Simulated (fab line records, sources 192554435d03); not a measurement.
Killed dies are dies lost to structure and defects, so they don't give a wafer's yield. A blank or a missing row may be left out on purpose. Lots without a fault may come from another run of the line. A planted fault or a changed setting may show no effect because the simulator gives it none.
Chamber matching | flow n5_finfet | N5_GATE_CUT_ETCH_36 on rie_diel-05: 4 sister chambers
The step etches SiARC in CF4, target depth 13 nm, time 21.7 s. 8 wafers are shown with their chamber, then 10 later ones without.

WAFERS WITH THEIR CHAMBER
wafer  | chamber | drypump_motor_current_A (A) | showerhead_plenum_p_Torr (Torr)
L079.3 | 2       | 5.0                         | 2.06
L082.1 | 2       | 5.0                         | 2.06
L082.6 | 0       | 6.1                         | 2.22
L088.3 | 3       | 5.7                         | 2.20
L088.5 | 0       | 6.1                         | 2.22
L088.6 | 1       | 6.0                         | 2.14
L090.1 | 3       | 5.8                         | 2.19
L090.3 | 1       | 6.0                         | 2.14

WAFERS WITHOUT THEIR CHAMBER
wafer  | drypump_motor_current_A (A) | showerhead_plenum_p_Torr (Torr)
L090.6 | 5.8                         | 2.19
L095.2 | 5.8                         | 2.19
L095.4 | 5.0                         | 2.06
L095.5 | 6.0                         | 2.14
L096.3 | 5.8                         | 2.19
L096.4 | 6.1                         | 2.22
L096.5 | 6.0                         | 2.14
L097.1 | 6.0                         | 2.14
L097.3 | 6.1                         | 2.21
L097.4 | 5.8                         | 2.19

WHICH CHAMBER EACH WENT THROUGH
wafer  | from the rows above | in truth
L090.6 | 3                   | 3
L095.2 | 3                   | 3
L095.4 | 2                   | 2
L095.5 | 1                   | 1
L096.3 | 3                   | 3
L096.4 | 0                   | 0
L096.5 | 1                   | 1
L097.1 | 1                   | 1
L097.3 | 0                   | 0
L097.4 | 3                   | 3
Placed correctly: 10 of 10. Can't be placed from these rows: 0. Placed wrongly: 0.
How it was worked out, from the rows above alone: a wafer's distance from a chamber is the root of the sum, over the readings, of the square of ((its reading less the chamber's mean) divided by the reading's scatter). The wafer belongs to the nearest chamber; if the next one is less than 2 further off, it can't be placed. A chamber's mean is the mean of its shown wafers. The scatter: the root of (the sum of the squares of (reading less its chamber's mean) over the shown wafers, divided by (wafers less chambers)).
